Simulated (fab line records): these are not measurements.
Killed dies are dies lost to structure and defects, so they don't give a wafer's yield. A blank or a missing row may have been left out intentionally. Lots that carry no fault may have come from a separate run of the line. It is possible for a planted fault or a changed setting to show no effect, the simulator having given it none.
Code-filled problem report in 8D (eight disciplines) form	flow n5-finfet	the parts of the form that need people (team, actions taken, sign-off) are left out

1. WHAT IS WRONG
Wafers without a fault read 399.96 C, standard deviation 0.22; susceptor-temp-C at N5_BEOL_M1_PECVD_72 reads a mean of 392.13 C on 2 wafers belonging to 2 lots. That puts it -36 standard deviations away from the usual mean.
The step: deposits SiO2 from TEOS/O2, target thk 16 nm, time 18 s.
Seen first at day 8 01:26 on pecvd-03, wafer L313.6. The record has a number at this step for 27 wafers belonging to 10 lots. Rule for "out", or "out of limits": more than 4 standard deviations from the usual mean. The rest of the wafers with a number are treated as sound.

2. WHAT IT IS, WHAT IT ISN'T
question	is	is not
which readings at this step	susceptor-temp-C	heater-power-w, rf-fwd-power-W, showerhead-plenum-p-Torr, throttle-valve-pct
which lots	L313, L317	L307, L310, L311, L316, L322, L326, L327, L330
which wafers of those lots	L313.6, L317.6	L313.1, L313.3, L317.1, L317.4
read on which tools	pecvd-03	pecvd-01, pecvd-02
when	from day 8 01:26	up to then (11 sound wafers); but 14 sound wafers of L316, L317, L322, L326, L327, L330 came after

3. SUSPECTS, AND WHAT RULES EACH OUT
Counting: a tool at a process step up to the reading stays a suspect if it ran every lot that is out. Sound lots after the first of them don't rule it out here, since some wafers of a struck lot are sound.
- cvd-co-01 at N5_BEOL_M0_PRE_CLEAN_131 (time 15 s): kept. Every lot that is out went through it, the first being L313 (day 8 01:02); the last sound lot it ran before that was L310 (day 6 21:04).
- pecvd-03 at N5_BEOL_M1_PECVD_72 (deposits SiO2 from TEOS/O2, target thk 16 nm, time 18 s): kept. Every lot that is out went through it, the first being L313 (day 8 01:26); the last sound lot it ran before that was L311 (day 6 21:55). Out on those wafers are its own readings of susceptor-temp-C.
- Within pecvd-03 at N5_BEOL_M1_PECVD_72: the wafers that are out ran in chamber 2; their sound lot-mates ran in chambers 0, 1.
Remaining after the count are cvd-co-01 at N5_BEOL_M0_PRE_CLEAN_131 and pecvd-03 at N5_BEOL_M1_PECVD_72.

4. THE CAUSE (what the simulator had put in)
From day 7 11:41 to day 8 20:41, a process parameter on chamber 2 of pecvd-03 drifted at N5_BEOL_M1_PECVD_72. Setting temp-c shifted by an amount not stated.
2 suspects survive the count, and this tool is in that group.

5. THE CHAIN OF EFFECTS, in route order
Each row: a reading whose mean over the struck wafers that have a number lies more than 3 standard deviations from the usual. Readings are gone through only where the record gives a usual standard deviation; hours: the median, over the lots, of the time from a lot's start at the first step in this table giving one to that lot's start at this step; sigmas: the change measured in usual standard deviations.
hours	step	reading	usual	on struck wafers	change	sigmas
0	N5_BEOL_M1_PECVD_72	susceptor-temp-C	399.96 C	392.13	-7.82	-36
Here are the process steps it includes:
- N5_BEOL_M1_PECVD_72: deposits SiO2 from TEOS/O2, target thk 16 nm, time 18 s.
Later steps that measure or inspect, where all struck wafers having a row at the step show a number for every such reading and not one has moved that far: N5_BEOL_M4_RC_MEAS_101.

6. WHAT WOULD HAVE CAUGHT IT SOONER
14 hours passed between the start of the fault at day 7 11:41 and the first reading out of limits in this record, taken at day 8 01:26.
